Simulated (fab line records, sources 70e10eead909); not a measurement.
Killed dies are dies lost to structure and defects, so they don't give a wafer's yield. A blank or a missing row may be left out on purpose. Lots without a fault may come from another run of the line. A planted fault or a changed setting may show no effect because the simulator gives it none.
Chamber matching | flow nand_harc | NHARC_A_STAIRCASE_DEP_417 on pecvd-04: 3 sister chambers
The step deposits Si3N4, target thk 60 nm. 3 wafers are shown with their chamber, then 9 later ones without.

WAFERS WITH THEIR CHAMBER
wafer  | chamber | heater_power_w (W)
L088.3 | 0       | 696
L088.5 | 2       | 781
L088.6 | 1       | 802

WAFERS WITHOUT THEIR CHAMBER
wafer  | heater_power_w (W)
L090.4 | 789
L090.5 | 827
L090.6 | 801
L087.1 | 796
L087.4 | 814
L087.6 | 798
L097.1 | 799
L097.4 | 808
L097.5 | 713

WHICH CHAMBER EACH WENT THROUGH
wafer  | from the rows above     | in truth
L090.4 | can't be placed: 2 or 1 | 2
L090.5 | can't be placed: 1 or 2 | 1
L090.6 | can't be placed: 1 or 2 | 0
L087.1 | can't be placed: 1 or 2 | 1
L087.4 | can't be placed: 1 or 2 | 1
L087.6 | can't be placed: 1 or 2 | 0
L097.1 | can't be placed: 1 or 2 | 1
L097.4 | can't be placed: 1 or 2 | 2
L097.5 | 0                       | 0
Placed correctly: 1 of 9. Can't be placed from these rows: 8 (the true chamber is among the candidates in 6). Placed wrongly: 0.
How it was worked out, from the rows above alone: a wafer's distance from a chamber is the root of the sum, over the readings, of the square of ((its reading less the chamber's mean) divided by the reading's scatter). The wafer belongs to the nearest chamber; if the next one is less than 2 further off, it can't be placed. A chamber's mean is the mean of its shown wafers. The scatter: with one shown wafer a chamber, the root of the mean of the squares of how far each hidden wafer lies from its nearest shown one.
